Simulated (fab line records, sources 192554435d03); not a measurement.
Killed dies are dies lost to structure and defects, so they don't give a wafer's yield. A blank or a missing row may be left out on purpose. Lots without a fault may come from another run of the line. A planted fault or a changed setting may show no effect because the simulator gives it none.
fab line records | flow n5_finfet
record lots=12 wafers=36 last_day=17
route steps=1938 shown BEOL_M14@1765 MIM_TOP_LITHO@1847 PASSIVATION@1930
lots that met no fault: from a run of the same line without faults
start_h: hours from the record's first day to the start of the lot's first wafer shown | wait_h: hours since the lot's step before | " the same as in the row above | L1.1+2: a row that stands for several wafers | - no value, or no start given | * or withheld: withheld | < > ~ a bound
route shown NAME@n: a module of which the file shows steps, and the number in the route of the first | usual: mean/standard deviation of fault-free wafers | same: alike in all rows | chamber/n: place in a boat | sites: the reading at each site | _std_site: their standard deviation | _edge_site: outer sites' mean less inner sites' | radius_mm: how far each site lies from the wafer's centre | mask NAME#n: copy n | behind: the tool/chamber that last shaped the wafer | hold: why the lot was held/for how many hours/how that ended | device: the transistor (n, p or np) that didn't switch | end of line: the same wafers' tests at the end of the route | a step without rows: its recipe alone | killed: dies lost to structure and defects at the first sort, not the wafer's yield | map: a wafer's dies, x killed, . not, _ none there
set.NAME: the setting as run; set.NAME@STEP: as run at that earlier step | model.NAME: the simulator's own value behind a step, which no gauge read
steps of the route over a sample of lots; a table a step, a row a wafer
services: from which hour (start_h, from the record's first day; less than 0 if before it) a tool's chamber was out of use, for how many hours, and why
## steps
# step N5_BEOL_M14_ECD_47
# recipe material=Cu target_thk_a=12480
# columns lot.wafer tool chamber start_h wait_h
L602.2+3+5 ecd_cu-01 0,0,1 241.77 0.1
L605.2+4+5 ecd_cu-02 1 267.63 0.1
L606.1+3+5 ecd_cu-01 0,0,1 280.98 0.1
L610.1+3+4 ecd_cu-02 1,0,1 313.13 0.1
L612.1+3+4 ecd_cu-01 1,0,1 332.17 0.1
L614.1+2+6 ecd_cu-01 1,0,0 344.35 0.1
L613.3+4+6 ecd_cu-01 0,1,1 346.85 0.1
L616.1+3+5 ecd_cu-01 1,0,1 347.20 0.1
L617.3+5+6 ecd_cu-02 0,0,1 347.61 0.1
L620.1+2+6 ecd_cu-01 0,1,0 369.79 0.1
L622.1+3+4 ecd_cu-02 1,0,1 370.08 0.1
L621.1+3+6 ecd_cu-02 1,0,1 375.41 0.1
# step N5_MIM_TOP_LITHO_CD_MEAS_08
# recipe target_cd_nm=2000 landing_energy_ev=500 detector=se_inlens
# usual cd_nm=2000.1/1.4
# columns lot.wafer tool chamber start_h wait_h cd_nm
L602.2 cd_sem-01 0 253.93 - 1999.1
L602.3 " 0 " " 1997.9
L602.5 " 0 " " 1998.6
L605.2 cd_sem-03 0 284.82 - 2001.4
L605.4 " 0 " " 2000.7
L605.5 " 0 " " 2003.1
L606.1 cd_sem-03 0 306.78 - 2000.1
L606.3 " 0 " " 2001.7
L606.5 " 0 " " 1998.8
L610.1 cd_sem-01 0 322.41 - 1999.7
L610.3 " 0 " " 2001.9
L610.4 " 0 " " 1999.5
L612.1 cd_sem-01 0 342.48 - 1999.4
L612.3 " 0 " " 1998.8
L612.4 " 0 " " 1998.3
L614.1 cd_sem-03 0 354.76 - 2001.7
L614.2 " 0 " " 1999.6
L614.6 " 0 " " 2002.2
L613.3 cd_sem-01 0 357.42 - 1999.3
L613.4 " 0 " " 2000.7
L613.6 " 0 " " 2001.7
L616.1 cd_sem-02 0 358.88 - 1994.8
L616.3 " 0 " " 1996.1
L616.5 " 0 " " 1995.7
L617.3 cd_sem-02 0 359.42 - 2001.8
L617.5 " 0 " " 2000.8
L617.6 " 0 " " 2002.1
L620.1 cd_sem-01 0 379.04 - 1999.2
L620.2 " 0 " " 1999.0
L620.6 " 0 " " 1998.7
L622.1 cd_sem-02 0 383.03 - 2000.5
L622.3 " 0 " " 2000.4
L622.4 " 0 " " 2002.5
L621.1 cd_sem-01 0 389.36 - 2001.0
L621.3 " 0 " " 2001.6
L621.6 " 0 " " 2001.5
# step N5_MIM_TOP_LITHO_OVL_MEAS_11
# recipe points_per_wafer=44
# usual MIM_TOP_OVL=5/6.2
# columns lot.wafer tool chamber start_h wait_h MIM_TOP_OVL[nm]
L602.2 overlay-01 0 253.96 0.0 -5
L602.3 " 0 " " -5
L602.5 " 0 " " 1
L605.2 overlay-02 0 284.85 0.0 7
L605.4 " 0 " " 6
L605.5 " 0 " " 3
L606.1 overlay-02 0 306.81 0.0 13
L606.3 " 0 " " 16
L606.5 " 0 " " 13
L610.1 overlay-02 0 322.44 0.0 8
L610.3 " 0 " " 7
L610.4 " 0 " " 14
L612.1 overlay-02 0 342.51 0.0 9
L612.3 " 0 " " -5
L612.4 " 0 " " 3
L614.1 overlay-02 0 354.79 0.0 6
L614.2 " 0 " " 5
L614.6 " 0 " " 5
L613.3 overlay-02 0 357.45 0.0 2
L613.4 " 0 " " 12
L613.6 " 0 " " 8
L616.1 overlay-02 0 358.91 0.0 -2
L616.3 " 0 " " -1
L616.5 " 0 " " -2
L617.3 overlay-02 0 359.45 0.0 0
L617.5 " 0 " " 3
L617.6 " 0 " " 7
L620.1 overlay-02 0 379.07 0.0 13
L620.2 " 0 " " 12
L620.6 " 0 " " 0
L622.1 overlay-01 0 383.06 0.0 4
L622.3 " 0 " " -6
L622.4 " 0 " " 1
L621.1 overlay-02 0 389.39 0.0 -2
L621.3 " 0 " " -5
L621.6 " 0 " " -3
# step N5_PASSIVATION_ETCH_54
# recipe chemistry=CHF3/O2 target=SiO2 target_depth_a=8800 CHF3_flow_sccm=50 O2_flow_sccm=5 Ar_flow_sccm=200 time_s=440 mask_material=PR pressure_mtorr=30 source_w=650 bias_w=170 ion_energy_ev=200
# usual drypump_motor_current_A=5.7/0.35 oes_product_au=0.80/0.071 rf_vpp_V=523/3.2 showerhead_plenum_p_Torr=2.39/0.077 throttle_valve_pct=18.69/0.13
# columns lot.wafer tool chamber start_h wait_h drypump_motor_current_A oes_product_au rf_hours_counter_h rf_vpp_V showerhead_plenum_p_Torr throttle_valve_pct
L602.2 rie_diel-02 2 261.97 0.1 5.7 0.84 70 521 2.35 18.58
L602.3 " 1 " " 5.9 0.84 49 519 2.35 18.59
L602.5 " 0 " " 5.8 0.70 - 529 2.48 18.58
L605.2 rie_diel-02 3 295.86 0.1 5.2 0.70 229 525 2.49 18.80
L605.4 " 1 " " 5.8 0.83 60 520 2.35 18.60
L605.5 " 2 " " 5.6 0.83 - 521 2.34 18.61
L606.1 rie_diel-06 3 313.14 0.1 6.1 0.95 14 525 2.56 18.53
L606.3 " 1 " " 5.6 0.71 218 523 2.38 18.75
L606.5 " 1 " " 5.7 0.70 - 522 2.38 18.74
L610.1 rie_diel-06 1 329.86 0.1 5.6 0.70 223 523 2.38 18.74
L610.3 " 3 " " 6.1 0.93 20 525 2.56 18.52
L610.4 " 0 " " 5.3 0.77 105 523 2.53 18.80
L612.1 rie_diel-02 1 352.10 0.1 5.8 0.81 81 520 2.34 18.63
L612.3 " 2 " " 5.7 0.80 100 523 2.33 18.63
L612.4 " 3 " " 5.2 0.69 247 525 2.48 18.84
L614.1 rie_diel-02 0 361.98 0.1 5.9 0.67 231 530 2.47 18.64
L614.2 " 2 " " 5.7 0.80 104 522 2.33 18.63
L614.6 " 2 " " 5.7 0.79 - 522 2.33 18.64
L613.3 rie_diel-06 3 367.75 0.1 6.2 0.90 34 526 2.55 18.56
L613.4 " 0 " " 5.3 0.76 117 523 2.53 18.83
L613.6 " 2 " " 5.7 0.81 - 517 2.34 18.72
L616.1 rie_diel-01 3 370.30 0.1 6.4 0.85 80 526 2.35 18.73
L616.3 " 0 " " 5.1 0.85 67 524 2.34 18.73
L616.5 " 1 " " 5.5 0.86 - 527 2.36 18.95
L617.3 rie_diel-02 1 371.66 0.1 5.8 0.80 89 520 2.34 18.64
L617.5 " 0 " " 5.9 0.67 - 530 2.47 18.65
L617.6 " 1 " " 5.8 0.80 - 519 2.34 18.64
L620.1 rie_diel-02 2 387.26 0.1 5.7 0.78 114 521 2.33 18.66
L620.2 " 1 " " 5.8 0.80 94 522 2.33 18.66
L620.6 " 3 " " 5.2 0.96 - 523 2.48 18.46
L622.1 rie_diel-01 1 391.41 0.1 5.6 0.86 44 527 2.36 18.97
L622.3 " 3 " " 6.4 0.84 86 525 2.35 18.74
L622.4 " 2 " " 5.8 0.78 129 522 2.33 18.49
L621.1 rie_diel-01 1 397.30 0.1 5.5 0.86 46 527 2.36 18.96
L621.3 " 3 " " 6.4 0.84 88 527 2.35 18.73
L621.6 " 3 " " 6.4 0.83 - 525 2.35 18.74
# step N5_PASSIVATION_PROBE_49
# usual defect_limited_yield=90.9/1.3 killed_at_M0_to_M3=35/10 killed_at_M4_up=15/5.7 killed_at_contacts=14/6.4 killed_at_front_end=40/11 killed_at_other=4/3.1 killed_dies=108/16 killed_open=71/11 killed_short=34/7.7 sort_bin_5_function=5.4/0.9 sort_bin_6_memory=3.4/0.61 sort_n_pass=1072/16 sort_yield_pct=90.9/1.3
# same gross_dies=1180 killed_at_back_side=0 sort_bin_4_leakage[%]=0 sort_bin_8_speed[%]=0
# columns lot.wafer tool chamber start_h wait_h defect_limited_yield[%] killed_at_M0_to_M3 killed_at_M4_up killed_at_contacts killed_at_front_end killed_at_other killed_dies killed_open killed_short sort_bin_5_function[%] sort_bin_6_memory[%] sort_n_pass sort_yield_pct[%]
L622.1 prober-02 - 394.23 0.0 93.6 16 9 11 35 5 76 51 25 4.2 2.0 1104 93.6
L622.3 prober-02 - 394.33 0.1 88.6 22 40 19 45 9 135 66 44 6.2 4.2 1045 88.6
L622.4 prober-02 - 394.38 0.2 88.5 29 6 22 74 5 136 93 40 7.0 3.7 1044 88.5
L621.1 prober-01 - 400.08 0.0 87.6 40 18 27 51 10 146 83 57 7.5 4.1 1034 87.6
L621.3 prober-01 - 400.18 0.1 88.5 33 36 16 44 7 136 78 39 7.3 3.7 1044 88.5
L621.6 prober-01 - 400.33 0.3 90.5 35 18 11 48 0 112 68 41 5.0 3.9 1068 90.5
# killed by level:class
L622.1 STI_FIN_REVEAL:geometric_particle:open=9 MOL_CONTACT_COAG:geometric_particle:open=8 FIN_SAQP:geometric_particle:open=5 FIN_SAQP:geometric_particle:short=5 BEOL_M0:geometric_particle:open=5 DUMMY_GATE:geometric_particle:open=3 MOL_CONTACT_COAG:geometric_particle:short=3 BEOL_M1:geometric_particle:open=3
L622.3 BEOL_M14:unspecified=21 MOL_CONTACT_COAG:geometric_particle:open=15 FIN_SAQP:geometric_particle:short=14 STI_FIN_REVEAL:geometric_particle:open=6 BEOL_M5:geometric_particle:open=6 BEOL_M6:geometric_particle:open=5 DUMMY_GATE:geometric_particle:open=4 BEOL_M2:geometric_particle:short=4
L622.4 MOL_CONTACT_COAG:geometric_particle:open=20 FIN_SAQP:geometric_particle:open=16 FIN_SAQP:geometric_particle:short=14 DUMMY_GATE:geometric_particle:open=12 BEOL_M3:geometric_particle:open=8 STI_FIN_REVEAL:geometric_particle:open=7 GATE_CUT:geometric_particle:open=6 BEOL_M0_SAQP:geometric_particle:short=4
L621.1 MOL_CONTACT_COAG:geometric_particle:open=18 BEOL_M0_SAQP:geometric_particle:open=11 BEOL_M1:geometric_particle:open=10 MOL_CONTACT_COAG:geometric_particle:short=9 BEOL_M0_SAQP:geometric_particle:short=8 BEOL_M4:geometric_particle:open=8 STI_FIN_REVEAL:geometric_particle:short=7 STI_FIN_REVEAL:geometric_particle:open=7
L621.3 BEOL_M14:unspecified=18 MOL_CONTACT_COAG:geometric_particle:open=14 BEOL_M2:geometric_particle:open=12 FIN_SAQP:geometric_particle:short=12 STI_FIN_REVEAL:geometric_particle:open=9 BEOL_M3:geometric_particle:open=7 FIN_SAQP:geometric_particle:open=6 BEOL_M4:geometric_particle:open=6
L621.6 FIN_SAQP:geometric_particle:short=11 BEOL_M1:geometric_particle:open=8 MOL_CONTACT_COAG:geometric_particle:open=8 STI_FIN_REVEAL:geometric_particle:open=8 GATE_CUT:geometric_particle:short=8 BEOL_M4:geometric_particle:open=7 BEOL_M0_SAQP:geometric_particle:open=5 BEOL_M0_SAQP:geometric_particle:short=5
## services
# columns tool chamber start_h hours kind
rie_diel-01 1 240.61 - clean
rie_diel-01 1 240.61 - consumable_replace:focus_ring
rie_diel-01 1 240.61 16.8 scheduled_down
rie_diel-01 1 240.61 16.8 vent_cycle
rie_diel-06 3 242.73 - clean
rie_diel-06 3 242.73 - consumable_replace:focus_ring
rie_diel-06 3 242.73 - consumable_replace:showerhead
rie_diel-02 2 281.00 6.7 repair
rie_diel-01 2 307.95 1.8 repair
rie_diel-06 0 360.39 6.0 repair
rie_diel-02 3 362.31 - clean
rie_diel-02 3 362.31 - consumable_replace:focus_ring
rie_diel-02 3 362.31 18.8 scheduled_down
rie_diel-02 3 362.31 18.8 vent_cycle
rie_diel-01 1 371.83 1.8 repair
ecd_cu-01 - 383.17 1.2 repair
## key
first_sign step=N5_PASSIVATION_PROBE_49 reading=killed_at_M4_up direction=up sigmas=4.1 usual=15 struck=38
effect none on later readings
met_at N5_BEOL_M14_ECD_47
struck_lots L621,L622
struck_wafers L621.3,L622.3
not_acting_at N5_MIM_TOP_LITHO_CD_MEAS_08,N5_MIM_TOP_LITHO_OVL_MEAS_11,N5_PASSIVATION_ETCH_54
onset_between 347.61 370.08
fault kind=chamber_particle_source tool=ecd_cu-02 chamber=0 onset_h=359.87 steps=N5_BEOL_M14_ECD_47 rate_per_visit_cm2=0.042773 end_h=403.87
